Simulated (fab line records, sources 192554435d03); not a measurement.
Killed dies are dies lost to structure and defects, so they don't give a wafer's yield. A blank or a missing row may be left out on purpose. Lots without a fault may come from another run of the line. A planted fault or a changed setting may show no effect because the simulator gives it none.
Which tool did it? | flow n5_finfet | 24 lots, 72 wafers sampled, at 6 steps of a route of 1938

WHAT THE GAUGES READ, wafer by wafer
N5_BEOL_M0_CUTY_OVL_MEAS_58. Usual: M0_ABLK_OVL -0.4 nm, standard deviation 0.64.
lot  | measured     | on         | M0_ABLK_OVL (nm) | flag
L074 | day 5 19:59  | overlay-02 | -0.2 0.9 0.8     |
L075 | day 6 01:34  | overlay-01 | -1.6 -0.2 -1.0   |
L076 | day 6 10:29  | overlay-02 | -0.9 -0.7 -0.5   |
L077 | day 6 14:33  | overlay-01 | -0.2 -1.5 -0.4   |
L079 | day 7 03:10  | overlay-02 | -1.1 -0.7 -1.1   |
L078 | day 7 03:50  | overlay-01 | -0.8 -1.4 -0.8   |
L080 | day 7 07:15  | overlay-02 | 0.4 0.6 0.3      |
L081 | day 7 10:17  | overlay-01 | 0.2 0.5 -0.2     |
L082 | day 8 03:07  | overlay-02 | -1.0 -0.2 -1.0   |
L083 | day 8 08:17  | overlay-02 | -0.5 -0.7 -1.6   |
L084 | day 8 11:52  | overlay-02 | -0.2 -0.7 -0.2   |
L085 | day 8 23:16  | overlay-01 | -0.5 -0.3 -0.2   |
L086 | day 9 02:25  | overlay-02 | 0.9 0.2 -0.4     |
L087 | day 9 05:29  | overlay-01 | 0.0 0.1 0.3      |
L088 | day 9 09:40  | overlay-02 | 0.0 0.7 0.5      |
L089 | day 9 14:15  | overlay-01 | -0.3 0.3 -0.5    |
L090 | day 9 16:28  | overlay-01 | -1.9 -1.0 -1.1   |
L091 | day 10 00:57 | overlay-02 | -0.7 -1.0 -0.5   |
L092 | day 10 05:44 | overlay-02 | -0.2 0.0 -0.4    |
L093 | day 10 17:14 | overlay-02 | -0.2 -0.5 -0.5   |
L094 | day 10 18:31 | overlay-01 | 0.1 -0.1 -0.7    |
L095 | day 11 07:20 | overlay-01 | -1.3 -0.6 -0.3   |
L096 | day 11 07:56 | overlay-02 | -0.6 -0.6 -0.5   |
L097 | day 11 17:31 | overlay-01 | -0.4 -1.4 -1.4   |

WHICH TOOL RAN EACH LOT (tool, then ch and the chambers of the sampled wafers, then the start)
lot  | N5_BEOL_M0_SAQP_HM_DEP_02    | N5_BEOL_M0_SAQP_PECVD_03        | N5_BEOL_M0_SAQP_PECVD_04        | N5_BEOL_M0_SAQP_STRIP_86           | N5_BEOL_M0_SAQP_SPACER2_ALD_26
L074 | pvd_sputter-03, day 5 13:52  | pecvd-02 ch 0,1,2, day 5 13:59  | pecvd-02 ch 0,1,2, day 5 14:06  | rie_diel-03 ch 0,2,3, day 5 15:08  | ald_sin-01 ch 1,2,3, day 5 17:28
L075 | pvd_sputter-02, day 5 18:12  | pecvd-02 ch 0,1,2, day 5 18:19  | pecvd-02 ch 0,1,2, day 5 18:26  | rie_diel-01 ch 1,2,3, day 5 19:29  | ald_sin-03 ch 0,1,3, day 5 22:13
L076 | pvd_sputter-01, day 6 03:32  | pecvd-01 ch 0,1,2, day 6 03:40  | pecvd-01 ch 0,1,2, day 6 03:47  | rie_diel-04 ch 1,2,3, day 6 04:50  | ald_sin-03 ch 0,1,3, day 6 07:07
L077 | pvd_sputter-03, day 6 07:44  | pecvd-02 ch 0,1, day 6 07:51    | pecvd-02 ch 0,1, day 6 07:58    | rie_diel-01 ch 1,3, day 6 09:06    | ald_sin-01 ch 0,2, day 6 11:37
L079 | pvd_sputter-03, day 6 20:22  | pecvd-03 ch 1,2, day 6 20:29    | pecvd-03 ch 1,2, day 6 20:36    | rie_diel-01 ch 1,2,3, day 6 21:38  | ald_sin-01 ch 0,2, day 7 00:25
L078 | pvd_sputter-01, day 6 21:14  | pecvd-02 ch 0,1,2, day 6 21:22  | pecvd-02 ch 0,1,2, day 6 21:29  | rie_diel-04 ch 0,1, day 6 22:32    | ald_sin-02 ch 0,1,2, day 7 01:01
L080 | pvd_sputter-03, day 7 00:33  | pecvd-01 ch 0,1, day 7 00:40    | pecvd-01 ch 0,1, day 7 00:47    | rie_diel-04 ch 0,1, day 7 02:27    | ald_sin-02 ch 0,2, day 7 04:52
L081 | pvd_sputter-01, day 7 04:09  | pecvd-03 ch 1,2, day 7 04:16    | pecvd-03 ch 1,2, day 7 04:23    | rie_diel-03 ch 1,3, day 7 05:26    | ald_sin-03 ch 0,2,3, day 7 07:38
L082 | pvd_sputter-02, day 7 20:13  | pecvd-01 ch 1,2, day 7 20:20    | pecvd-01 ch 1,2, day 7 20:27    | rie_diel-04 ch 1,2,3, day 7 21:29  | ald_sin-02 ch 2,3, day 8 00:26
L083 | pvd_sputter-02, day 8 01:09  | pecvd-03 ch 0,1,2, day 8 01:17  | pecvd-03 ch 0,1,2, day 8 01:25  | rie_diel-04 ch 0,1,3, day 8 02:18  | ald_sin-02 ch 0,3, day 8 04:30
L084 | pvd_sputter-03, day 8 04:58  | pecvd-03 ch 0,1,2, day 8 05:05  | pecvd-03 ch 0,1,2, day 8 05:12  | rie_diel-03 ch 2,3, day 8 06:45    | ald_sin-02 ch 1,3, day 8 09:02
L085 | pvd_sputter-02, day 8 16:12  | pecvd-01 ch 0,1,2, day 8 16:19  | pecvd-01 ch 0,1,2, day 8 16:26  | rie_diel-04 ch 1,2, day 8 17:32    | ald_sin-01 ch 1,2, day 8 20:33
L086 | pvd_sputter-02, day 8 19:59  | pecvd-03 ch 0,1, day 8 20:06    | pecvd-03 ch 0,1, day 8 20:16    | rie_diel-03 ch 1,2,3, day 8 21:13  | ald_sin-01 ch 1,2,3, day 8 23:37
L087 | pvd_sputter-03, day 8 22:50  | pecvd-03 ch 0,1, day 8 22:57    | pecvd-03 ch 0,1, day 8 23:07    | rie_diel-01 ch 0,1,3, day 9 00:23  | ald_sin-02 ch 0,3, day 9 02:39
L088 | pvd_sputter-02, day 9 01:57  | pecvd-01 ch 0,1,2, day 9 02:12  | pecvd-01 ch 0,1,2, day 9 02:19  | rie_diel-04 ch 1,2, day 9 03:23    | ald_sin-03 ch 0,2, day 9 05:56
L089 | pvd_sputter-01, day 9 05:42  | pecvd-01 ch 1,2, day 9 05:49    | pecvd-01 ch 1,2, day 9 05:56    | rie_diel-03 ch 0,1,2, day 9 07:10  | ald_sin-03 ch 0,2,3, day 9 11:42
L090 | pvd_sputter-03, day 9 09:25  | pecvd-01 ch 0,1, day 9 09:35    | pecvd-01 ch 0,1, day 9 09:41    | rie_diel-03 ch 0,1, day 9 10:52    | ald_sin-02 ch 0,1, day 9 13:50
L091 | pvd_sputter-02, day 9 18:25  | pecvd-02 ch 0,2, day 9 18:32    | pecvd-02 ch 0,2, day 9 18:38    | rie_diel-01 ch 0,2,3, day 9 19:44  | ald_sin-03 ch 0,1, day 9 22:09
L092 | pvd_sputter-01, day 9 21:25  | pecvd-02 ch 0,2, day 9 21:32    | pecvd-02 ch 0,2, day 9 21:39    | rie_diel-04 ch 0,1,2, day 9 22:56  | ald_sin-03 ch 1,3, day 10 01:28
L093 | pvd_sputter-01, day 10 07:53 | pecvd-01 ch 0,1,2, day 10 08:00 | pecvd-01 ch 0,1,2, day 10 08:07 | rie_diel-01 ch 2,3, day 10 11:02   | ald_sin-01 ch 1,2, day 10 14:36
L094 | pvd_sputter-02, day 10 10:55 | pecvd-03 ch 1,2, day 10 11:02   | pecvd-03 ch 1,2, day 10 11:09   | rie_diel-01 ch 1,2,3, day 10 13:09 | ald_sin-01 ch 1,2,3, day 10 15:38
L095 | pvd_sputter-02, day 10 21:44 | pecvd-03 ch 0,1, day 10 21:52   | pecvd-03 ch 0,1, day 10 21:59   | rie_diel-04 ch 0,1,3, day 10 23:03 | ald_sin-02 ch 0,1,3, day 11 03:19
L096 | pvd_sputter-02, day 11 00:29 | pecvd-02 ch 1,2, day 11 00:36   | pecvd-02 ch 1,2, day 11 00:43   | rie_diel-03 ch 0,1,3, day 11 01:53 | ald_sin-02 ch 0,2,3, day 11 04:16
L097 | pvd_sputter-03, day 11 11:28 | pecvd-01 ch 0,2, day 11 11:35   | pecvd-01 ch 0,2, day 11 11:43   | rie_diel-01 ch 0,1,2, day 11 12:45 | ald_sin-03 ch 0,1,3, day 11 14:58
- N5_BEOL_M0_SAQP_HM_DEP_02: deposits TiN, target thk 12 nm.
- N5_BEOL_M0_SAQP_PECVD_03: deposits SiCN from 3MS/NH3, target thk 12 nm, time 21.1 s.
- N5_BEOL_M0_SAQP_PECVD_04: deposits a-Si from SiH4/He, target thk 60 nm, time 60.2 s.
- N5_BEOL_M0_SAQP_STRIP_86: strips in N2/H2.
- N5_BEOL_M0_SAQP_SPACER2_ALD_26: deposits SiO2, target thk 15 nm, pulse time 1 s, purge time 2 s.

WHAT THE TOOLS THEMSELVES READ (means of the sampled wafers that have a number; where no wafer has one, the mark that the record gives instead)
N5_BEOL_M0_SAQP_HM_DEP_02. Usual: throttle_valve_pct 29.7 %, standard deviation 0.78.
lot  | tool           | throttle_valve_pct (%) | flag
L074 | pvd_sputter-03 | 30.0                   |
L075 | pvd_sputter-02 | 29.0                   |
L076 | pvd_sputter-01 | 30.5                   |
L077 | pvd_sputter-03 | 30.5                   |
L079 | pvd_sputter-03 | 30.1                   |
L078 | pvd_sputter-01 | 30.0                   |
L080 | pvd_sputter-03 | 30.1                   |
L081 | pvd_sputter-01 | 30.5                   |
L082 | pvd_sputter-02 | 28.8                   |
L083 | pvd_sputter-02 | 29.3                   |
L084 | pvd_sputter-03 | 30.2                   |
L085 | pvd_sputter-02 | 28.9                   |
L086 | pvd_sputter-02 | 29.3                   |
L087 | pvd_sputter-03 | 30.5                   |
L088 | pvd_sputter-02 | 29.1                   |
L089 | pvd_sputter-01 | 30.7                   |
L090 | pvd_sputter-03 | 30.5                   |
L091 | pvd_sputter-02 | 29.2                   |
L092 | pvd_sputter-01 | 30.0                   |
L093 | pvd_sputter-01 | 30.8                   |
L094 | pvd_sputter-02 | 29.4                   |
L095 | pvd_sputter-02 | 28.9                   |
L096 | pvd_sputter-02 | 29.2                   |
L097 | pvd_sputter-03 | 30.0                   |

N5_BEOL_M0_SAQP_PECVD_03. Usual: showerhead_plenum_p_Torr 3.666 Torr, standard deviation 0.0063; showerhead_vpp_V 876 V, standard deviation 30; throttle_valve_pct 9.2 %, standard deviation 0.65.
lot  | tool     | showerhead_plenum_p_Torr (Torr) | showerhead_vpp_V (V) | throttle_valve_pct (%) | flag
L074 | pecvd-02 | 3.665                           | 861                  | 8.6                    |
L075 | pecvd-02 | 3.670                           | 861                  | 8.8                    |
L076 | pecvd-01 | 3.668                           | 876                  | 9.0                    |
L077 | pecvd-02 | 3.661                           | 845                  | 9.0                    |
L079 | pecvd-03 | 3.664                           | 877                  | 9.7                    |
L078 | pecvd-02 | 3.667                           | 870                  | 8.8                    |
L080 | pecvd-01 | 3.663                           | 870                  | 9.7                    |
L081 | pecvd-03 | 3.667                           | 900                  | 9.3                    |
L082 | pecvd-01 | 3.673                           | 874                  | 8.4                    |
L083 | pecvd-03 | 3.661                           | 897                  | 9.6                    |
L084 | pecvd-03 | 3.660                           | 895                  | 9.7                    |
L085 | pecvd-01 | 3.668                           | 877                  | 9.1                    |
L086 | pecvd-03 | 3.668                           | 878                  | 9.7                    |
L087 | pecvd-03 | 3.666                           | 865                  | 10.1                   |
L088 | pecvd-01 | 3.668                           | 866                  | 9.0                    |
L089 | pecvd-01 | 3.667                           | 871                  | 8.5                    |
L090 | pecvd-01 | 3.670                           | 871                  | 9.5                    |
L091 | pecvd-02 | 3.671                           | 887                  | 8.5                    |
L092 | pecvd-02 | 3.666                           | 888                  | 8.5                    |
L093 | pecvd-01 | 3.662                           | 873                  | 9.0                    |
L094 | pecvd-03 | 3.661                           | 887                  | 9.8                    |
L095 | pecvd-03 | 3.667                           | 886                  | 9.8                    |
L096 | pecvd-02 | 3.666                           | 881                  | 8.5                    |
L097 | pecvd-01 | 3.669                           | 899                  | 8.8                    |

N5_BEOL_M0_SAQP_PECVD_04. Usual: heater_power_outer_w 346 W, standard deviation 55; heater_power_w 595 W, standard deviation 85; showerhead_plenum_p_Torr 5.677 Torr, standard deviation 0.014; showerhead_vpp_V 618 V, standard deviation 20; throttle_valve_pct 18.4 %, standard deviation 1.3.
lot  | tool     | heater_power_outer_w (W) | heater_power_w (W) | showerhead_plenum_p_Torr (Torr) | showerhead_vpp_V (V) | throttle_valve_pct (%) | flag
L074 | pecvd-02 | 363                      | 602                | 5.687                           | 611                  | 17.6                   |
L075 | pecvd-02 | 349                      | 594                | 5.668                           | 616                  | 17.5                   |
L076 | pecvd-01 | 340                      | 590                | 5.676                           | 613                  | 18.1                   |
L077 | pecvd-02 | 365                      | 646                | 5.673                           | 600                  | 18.0                   |
L079 | pecvd-03 | 368                      | 610                | 5.670                           | 620                  | 19.4                   |
L078 | pecvd-02 | 378                      | 642                | 5.676                           | 610                  | 17.6                   |
L080 | pecvd-01 | 332                      | 585                | 5.687                           | 621                  | 19.1                   |
L081 | pecvd-03 | 429                      | 715                | 5.675                           | 629                  | 18.7                   |
L082 | pecvd-01 | 355                      | 600                | 5.678                           | 616                  | 17.2                   |
L083 | pecvd-03 | 365                      | 620                | 5.672                           | 627                  | 19.3                   |
L084 | pecvd-03 | 347                      | 578                | 5.666                           | 626                  | 19.2                   |
L085 | pecvd-01 | 357                      | 601                | 5.680                           | 616                  | 18.1                   |
L086 | pecvd-03 | 283                      | 507                | 5.668                           | 629                  | 19.7                   |
L087 | pecvd-03 | 339                      | 571                | 5.666                           | 615                  | 20.0                   |
L088 | pecvd-01 | 326                      | 570                | 5.687                           | 614                  | 18.0                   |
L089 | pecvd-01 | 370                      | 623                | 5.689                           | 617                  | 17.1                   |
L090 | pecvd-01 | 334                      | 583                | 5.691                           | 613                  | 19.2                   |
L091 | pecvd-02 | 318                      | 524                | 5.677                           | 628                  | 17.1                   |
L092 | pecvd-02 | 340                      | 542                | 5.682                           | 627                  | 17.1                   |
L093 | pecvd-01 | 351                      | 601                | 5.679                           | 614                  | 18.0                   |
L094 | pecvd-03 | 364                      | 602                | 5.671                           | 621                  | 19.6                   |
L095 | pecvd-03 | 297                      | 538                | 5.682                           | 624                  | 19.7                   |
L096 | pecvd-02 | 326                      | 551                | 5.667                           | 623                  | 17.1                   |
L097 | pecvd-01 | 393                      | 654                | 5.693                           | 631                  | 17.5                   |

N5_BEOL_M0_SAQP_STRIP_86. Usual: drypump_motor_current_A 5.9 A, standard deviation 0.6; oes_product_au 0.79 a.u., standard deviation 0.1; rf_vpp_V 121.9 V, standard deviation 1.6; showerhead_plenum_p_Torr 3.38 Torr, standard deviation 0.13; throttle_valve_pct 18.9 %, standard deviation 0.35.
lot  | tool        | drypump_motor_current_A (A) | oes_product_au (a.u.) | rf_vpp_V (V) | showerhead_plenum_p_Torr (Torr) | throttle_valve_pct (%) | flag
L074 | rie_diel-03 | 5.7                         | 0.73                  | 121.1        | 3.25                            | 19.0                   |
L075 | rie_diel-01 | 5.8                         | 0.73                  | 121.0        | 3.34                            | 19.0                   |
L076 | rie_diel-04 | 6.1                         | 0.70                  | 120.7        | 3.32                            | 18.8                   |
L077 | rie_diel-01 | 5.2                         | 0.72                  | 121.7        | 3.39                            | 19.0                   |
L079 | rie_diel-01 | 5.8                         | 0.72                  | 120.9        | 3.34                            | 19.1                   |
L078 | rie_diel-04 | 5.4                         | 0.71                  | 122.2        | 3.45                            | 19.0                   |
L080 | rie_diel-04 | 5.4                         | 0.71                  | 121.8        | 3.45                            | 19.0                   |
L081 | rie_diel-03 | 6.4                         | 0.90                  | 123.7        | 3.55                            | 18.7                   |
L082 | rie_diel-04 | 6.1                         | 0.79                  | 122.2        | 3.31                            | 18.7                   |
L083 | rie_diel-04 | 5.9                         | 0.81                  | 122.3        | 3.37                            | 18.8                   |
L084 | rie_diel-03 | 6.1                         | 0.88                  | 121.8        | 3.49                            | 18.9                   |
L085 | rie_diel-04 | 5.6                         | 0.86                  | 120.6        | 3.39                            | 18.7                   |
L086 | rie_diel-03 | 6.0                         | 0.79                  | 121.6        | 3.47                            | 19.0                   |
L087 | rie_diel-01 | 5.6                         | 0.88                  | 122.8        | 3.42                            | 18.6                   |
L088 | rie_diel-04 | 5.9                         | 0.78                  | 120.7        | 3.35                            | 19.0                   |
L089 | rie_diel-03 | 5.6                         | 0.74                  | 122.0        | 3.35                            | 19.0                   |
L090 | rie_diel-03 | 5.8                         | 0.73                  | 122.2        | 3.40                            | 18.8                   |
L091 | rie_diel-01 | 6.2                         | 0.87                  | 122.6        | 3.37                            | 18.7                   |
L092 | rie_diel-04 | 5.6                         | 0.79                  | 121.4        | 3.40                            | 19.0                   |
L093 | rie_diel-01 | 6.3                         | 0.82                  | 121.6        | 3.26                            | 18.8                   |
L094 | rie_diel-01 | 5.8                         | 0.88                  | 121.4        | 3.33                            | 18.8                   |
L095 | rie_diel-04 | 5.9                         | 0.77                  | 123.2        | 3.36                            | 18.8                   |
L096 | rie_diel-03 | 5.9                         | 0.77                  | 122.5        | 3.42                            | 18.7                   |
L097 | rie_diel-01 | 5.7                         | 0.91                  | 122.3        | 3.43                            | 18.8                   |

N5_BEOL_M0_SAQP_SPACER2_ALD_26. Usual: heater_power_outer_w 261 W, standard deviation 19; heater_power_w 470 W, standard deviation 40; precursor_pulse_height_rel 0.998, standard deviation 0.019.
lot  | tool       | heater_power_outer_w (W) | heater_power_w (W) | precursor_pulse_height_rel | flag
L074 | ald_sin-01 | 260                      | 458                | 0.999                      |
L075 | ald_sin-03 | 284                      | 489                | 0.991                      |
L076 | ald_sin-03 | 278                      | 494                | 1.012                      |
L077 | ald_sin-01 | 261                      | 473                | 0.999                      |
L079 | ald_sin-01 | 265                      | 468                | 1.015                      |
L078 | ald_sin-02 | 248                      | 438                | 0.998                      |
L080 | ald_sin-02 | 250                      | 469                | 0.988                      |
L081 | ald_sin-03 | 268                      | 495                | 0.980                      |
L082 | ald_sin-02 | 263                      | 486                | 0.995                      |
L083 | ald_sin-02 | 263                      | 489                | 0.982                      |
L084 | ald_sin-02 | 256                      | 475                | 1.004                      |
L085 | ald_sin-01 | 245                      | 423                | 1.000                      |
L086 | ald_sin-01 | 261                      | 454                | 0.985                      |
L087 | ald_sin-02 | 255                      | 480                | 1.008                      |
L088 | ald_sin-03 | 251                      | 468                | 1.010                      |
L089 | ald_sin-03 | 266                      | 492                | 1.008                      |
L090 | ald_sin-02 | 253                      | 452                | 1.019                      |
L091 | ald_sin-03 | 275                      | 471                | 1.012                      |
L092 | ald_sin-03 | 298                      | 521                | 0.995                      |
L093 | ald_sin-01 | 255                      | 449                | 0.989                      |
L094 | ald_sin-01 | 260                      | 464                | 0.996                      |
L095 | ald_sin-02 | 256                      | 463                | 0.987                      |
L096 | ald_sin-02 | 255                      | 463                | 1.007                      |
L097 | ald_sin-03 | 284                      | 503                | 0.999                      |

THE ANSWER, worked out from the rows above alone
Rule: a lot is off if the mean of its wafers that have a number lies more than 3 standard deviations from the usual mean. A lot without any number at a reading at which 4 lots or more have one is off too. The other lots that the step has rows for count as sound. The gauges are gone through in route order, then the tools' own readings, and for those a lot's mean is taken as printed above. The first step at which some lot is off is used, and at that step the reading that is off furthest; a lot without a number counts as furthest.
No lot is off at any reading shown: from this, nothing can be told.

WHAT THE SIMULATOR HAD PUT IN
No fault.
